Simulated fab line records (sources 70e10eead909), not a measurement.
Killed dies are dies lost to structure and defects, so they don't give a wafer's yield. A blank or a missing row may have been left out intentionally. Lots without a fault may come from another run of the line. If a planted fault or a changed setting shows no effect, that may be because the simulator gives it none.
fab line records	flow nand-harc
record lots=4	wafers=12	last-day=24
route steps=1159 shown A_ONON_D1@426 A_CHANNEL_HOLE_D1@450 END@1159
lots with no fault: from the same line, run without faults
start-h: hours from the record's first day to the start of the lot's first wafer shown	wait-h: how many hours have passed since the lot's step before this one	" unchanged from the row above	L1.1+2: one row covering several wafers at once	- no value, or no start given	* or withheld: withheld	< > ~ a bound
route shown NAME@n: a module of which the file shows steps, and the number in the route of the first	usual: the fault-free wafers' mean and standard deviation	same: alike in all rows	chamber/n: place in a boat	sites: per-site readings	_std_site: how widely they spread, as a standard deviation	_edge_site: mean of outer sites minus mean of inner sites	radius-mm: for every site, how far away it sits from the centre of the wafer	mask NAME#n: copy n	behind: the last tool/chamber to shape the wafer	hold: what put the lot on hold/how long, in hours/how the hold closed	device: the transistor (n, p or np) that didn't switch	end of line: the same wafers' tests at the end of the route	step lacking rows: just its recipe	killed: dies that structure and defects cost at the first sort, which is not the same as the wafer's yield	map: a wafer's dies, marking killed ones x, the rest . and places with no die _
set.NAME: the setting the step ran with; set.NAME@STEP: the setting that earlier step ran with	model.NAME: the simulator's own value behind a step, which no gauge read
certain route steps with their lots: each step a table, each wafer a row
services: the hour from which a tool's chamber was out of use, counted from the record's first day as start-h (under 0 if before that day), plus the number of hours and why
## steps
# step NHARC_A_ONON_D1_DEP_03
# recipe target-thk-a=10000	n2-flow-sccm=2750	n2o-flow-sccm=2000	nh3-flow-sccm=500	sih4-flow-sccm=210	temp-c=400
# step NHARC_A_ONON_D1_DEP_06
# recipe target-thk-a=10000	n2-flow-sccm=2750	n2o-flow-sccm=2000	nh3-flow-sccm=500	sih4-flow-sccm=210	temp-c=400
# step NHARC_A_ONON_D1_DEP_09
# recipe target-thk-a=10000	n2-flow-sccm=2750	n2o-flow-sccm=2000	nh3-flow-sccm=500	sih4-flow-sccm=210	temp-c=400
# step NHARC_A_ONON_D1_DEP_12
# recipe target-thk-a=10000	n2-flow-sccm=2750	n2o-flow-sccm=2000	nh3-flow-sccm=500	sih4-flow-sccm=210	temp-c=400
# step NHARC_A_ONON_D1_ANNEAL_15
# recipe temp-c=750	time-s=3600
# step NHARC_A_ONON_D1_DEP_16
# recipe target-thk-a=10000	n2-flow-sccm=2750	n2o-flow-sccm=2000	nh3-flow-sccm=500	sih4-flow-sccm=210	temp-c=400
# step NHARC_A_ONON_D1_DEP_19
# recipe target-thk-a=10000	n2-flow-sccm=2750	n2o-flow-sccm=2000	nh3-flow-sccm=500	sih4-flow-sccm=210	temp-c=400
lot.wafer	tool	chamber	start-h	wait-h
L829.1+3+5	pecvd-onon-03	0	170.78	0.1
L837.3+5+6	pecvd-onon-03	0	210.15	0.2
L838.4+5+6	pecvd-onon-03	0	225.01	0.2
L852.4+5+6	pecvd-onon-01	0	295.47	0.2
# step NHARC_A_ONON_D1_DEP_22
# recipe target-thk-a=10000	n2-flow-sccm=2750	n2o-flow-sccm=2000	nh3-flow-sccm=500	sih4-flow-sccm=210	temp-c=400
# step NHARC_A_ONON_D1_DEP_25
# recipe target-thk-a=10000	n2-flow-sccm=2750	n2o-flow-sccm=2000	nh3-flow-sccm=500	sih4-flow-sccm=210	temp-c=400
# step NHARC_A_ONON_D1_DEP_28
# recipe target-thk-a=10000	n2-flow-sccm=2750	n2o-flow-sccm=2000	nh3-flow-sccm=500	sih4-flow-sccm=210	temp-c=400
# step NHARC_A_ONON_D1_DEP_33
# recipe target-thk-a=2000	temp-c=400	pressure-torr=6.5	rf-w=900	teos-flow-sccm=161.4	flow-sccm=2650	target-thk-nm=200	gas=O2	material=SiO2
# step NHARC_A_CHANNEL_HOLE_D1_DEP_00
# recipe target-thk-a=31000	temp-c=400	material=aC
# step NHARC_A_CHANNEL_HOLE_D1_DEP_01
# recipe target-thk-a=1400	target-thk-nm=140	temp-c=400	pressure-torr=3.5	flow-sccm=200	rf-w=350	material=SiON
# step NHARC_A_CHANNEL_HOLE_D1_DEHYDRATE_02
# recipe temp-c=150	time-s=120
# step NHARC_A_CHANNEL_HOLE_D1_HMDS_03
# recipe time-s=30
# step NHARC_A_CHANNEL_HOLE_D1_COAT_36
# recipe temp-c=260	time-s=75
# step NHARC_A_CHANNEL_HOLE_D1_COAT_37
# recipe temp-c=225	time-s=65
# step NHARC_A_CHANNEL_HOLE_D1_COAT_04
# recipe spin-rpm=1500	resist-thk-nm=90
# step NHARC_A_CHANNEL_HOLE_D1_SOFTBAKE_05
# recipe temp-c=105	time-s=55
# step NHARC_A_CHANNEL_HOLE_D1_EBR_06
# step NHARC_A_CHANNEL_HOLE_D1_EXPOSE_07
# recipe na=1.35	target-cd-nm=100	sigma-outer=0.3	dose-mj=59.65	mask-id=HOLE_D1
# step NHARC_A_CHANNEL_HOLE_D1_PEB_08
# recipe peb-temp-c=100	peb-time-s=65
# step NHARC_A_CHANNEL_HOLE_D1_DEVELOP_09
# recipe develop-time-s=35	dev-temp-c=23
# step NHARC_A_CHANNEL_HOLE_D1_DESCUM_15
# recipe time-s=3	o2-flow-sccm=200	ar-flow-sccm=0	bias-power-w=0	chemistry=O2
# step NHARC_A_CHANNEL_HOLE_D1_ETCH_38
# recipe target-depth-a=390	over-etch-frac=0.3	time-s=65	ion-energy-ev=80	cf4-flow-sccm=150	ar-flow-sccm=0	rf-w=300	bias-w=100	chemistry=CF4
# step NHARC_A_CHANNEL_HOLE_D1_ETCH_39
# recipe target-depth-a=2600	over-etch-frac=0.3	time-s=325	ion-energy-ev=200	n2-flow-sccm=150	h2-flow-sccm=150	ar-flow-sccm=0	rf-w=400	bias-w=150	chemistry=N2/H2
# step NHARC_END_SORT_01
# recipe temp-c=25
# usual killed-at-array=27/8.8	killed-at-other=0.4/0.82	killed-at-periphery=3.1/2.1	killed-dies=31/8.8	killed-open=3.3/2	killed-short=2.0/1.4
# same gross-dies=677
lot.wafer	tool	chamber	start-h	wait-h	killed-at-array	killed-at-other	killed-at-periphery	killed-dies	killed-open	killed-short
L837.3	prober-01	0	491.79	3.1	92	0	1	93	2	3
L837.5	prober-01	0	493.35	3.6	105	0	3	108	6	2
L837.6	prober-01	0	494.13	3.9	95	0	0	95	3	5
L838.4	prober-01	0	500.33	3.4	85	1	2	88	5	1
L838.5	prober-01	0	501.13	3.7	86	0	2	88	1	5
L838.6	prober-01	0	501.93	4.0	88	0	4	92	4	3
# killed by level:class
L837.3 A_ONON_D1:unspecified=65 A_SLIT:chamber-film-flake=11 A_SGD_CUT:chamber-film-flake=4 A_STAIRCASE:chamber-film-flake=4 A_CHANNEL_HOLE_D1:chamber-film-flake=2 P_CONTACT:geometric-particle:short=1 A_ONON_D1:geometric-particle:short=1 A_CHANNEL_FILL_D1:geometric-particle:short=1
L837.5 A_ONON_D1:unspecified=67 A_SLIT:chamber-film-flake=15 A_CHANNEL_HOLE_D1:chamber-film-flake=7 A_CONTACT:chamber-film-flake=5 P_CONTACT:geometric-particle:short=2 A_WL_FILL:geometric-particle:open=2 A_CHANNEL_FILL_D1:chamber-film-flake=2 P_GATE:geometric-particle:open=1
L837.6 A_ONON_D1:unspecified=64 A_SLIT:chamber-film-flake=12 A_CHANNEL_HOLE_D1:chamber-film-flake=4 A_CONTACT:chamber-film-flake=3 A_ONON_D1:geometric-particle:short=2 A_SOURCE_PLATE:geometric-particle:open=1 A_ONON_D1:geometric-particle:open=1 A_WL_FILL:geometric-particle:short=1
L838.4 A_ONON_D1:unspecified=62 A_STAIRCASE:chamber-film-flake=7 A_CHANNEL_HOLE_D1:chamber-film-flake=4 A_M0:geometric-particle:open=3 A_CONTACT:chamber-film-flake=3 A_WL_FILL:chamber-film-flake=2 P_M0:geometric-particle:open=1 A_ONON_D1:geometric-particle:short=1
L838.5 A_ONON_D1:unspecified=65 A_STAIRCASE:chamber-film-flake=8 A_CHANNEL_HOLE_D1:chamber-film-flake=4 A_BLC:geometric-particle:short=2 A_BONDPAD:chamber-film-flake=2 A_SOURCE_PLATE:geometric-particle:open=1 A_CHANNEL_HOLE_D1:geometric-particle:short=1 A_SLIT:geometric-particle:short=1
L838.6 A_ONON_D1:unspecified=65 A_STAIRCASE:chamber-film-flake=7 A_CHANNEL_HOLE_D1:chamber-film-flake=3 P_BONDPAD:chamber-film-flake=2 A_CHANNEL_FILL_D1:chamber-film-flake=2 A_CONTACT:chamber-film-flake=2 P_CONTACT:geometric-particle:open=1 A_CHANNEL_HOLE_D1:geometric-particle:open=1
# map L837.5 (x killed, . not)
____________.____________
_________......._________
_______..........._______
______x...........x______
_____x.............._____
____...............x.____
____xx.......x.......____
___xxx.x........x.....___
___xxxxx............x.___
__xxxxx............x..x__
__xxxxxxx..........x..x__
_xxxxxxx............xxxx_
_xxxxxxxx...........xxxx_
_xxxxxxxx............x.x_
_xxxxxxx..x...........x._
_.xxxxx..............x.x_
xx.xxxx..x...............
....x.x....x.............
..................x......
..x......................
..........x..............
_.....x............x...._
_......................._
_......................._
_.................x....._
_.............x........._
__xx.x.............x...__
__.................x...__
___....x..............___
___......x............___
____.................____
____.................____
_____..............._____
______.....x.......______
_______..........._______
_________......._________
____________.____________
# map L838.6 (x killed, . not)
____________.____________
_________......._________
_______..........._______
______.............______
_____..............._____
____.................____
____xxx.xx...........____
___xxxx...x...........___
___xxxxx..............___
__xxxxx.x...........x..__
__xxxxxxx....x........x__
_xxxxxxx................_
_xxxxxxx.............x.._
_xxxxxxxx..............x_
_xxxxxx................._
_.xxx.xx................_
.xxxx.x..................
...xx.x...........xx.....
..........xx...x.........
.............xx..........
...x........x............
_......................._
_...............x......._
_......................._
_......................x_
_......................._
__....................x__
__.....................__
___.............xx....___
___.....x.............___
____.................____
____.................____
_____..............._____
______.x...........______
_______.x......x.._______
_________......._________
____________.____________
## services
tool	chamber	start-h	hours	kind
pecvd-onon-03	-	153.11	13.0	pm
pecvd-onon-01	-	195.00	13.0	pm
pecvd-onon-03	-	246.56	2.9	repair
pecvd-onon-03	-	286.80	1.2	repair
## key
first-sign step=NHARC_END_SORT_01	reading=killed-at-array	direction=up	sigmas=7.3	usual=27	struck=92
effect step=NHARC_END_SORT_01	reading=killed-dies	direction=up	sigmas=7.2	usual=31	struck=94
more-kills-born-at NHARC_A_ONON_D1_DEP_19@pecvd-onon-03=388
met-at NHARC_A_ONON_D1_DEP_19
struck-wafers L837.3,L837.5,L837.6,L838.4,L838.5,L838.6
tester-left-out L837,L838
onset-between 170.78 210.15
fault kind=chamber-particle-source	tool=pecvd-onon-03	chamber=-	onset-h=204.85	steps=NHARC_A_ONON_D1_DEP_19	rate-per-visit-cm2=0.56501	end-h=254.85
# tester-left-out: of these lots the tester's yield and bins aren't shown, on N5 and GAA mostly nor the transistor test; their killed dies are dies lost to structure and defects alone, not to doping, threshold or leakage, so they don't give the yield
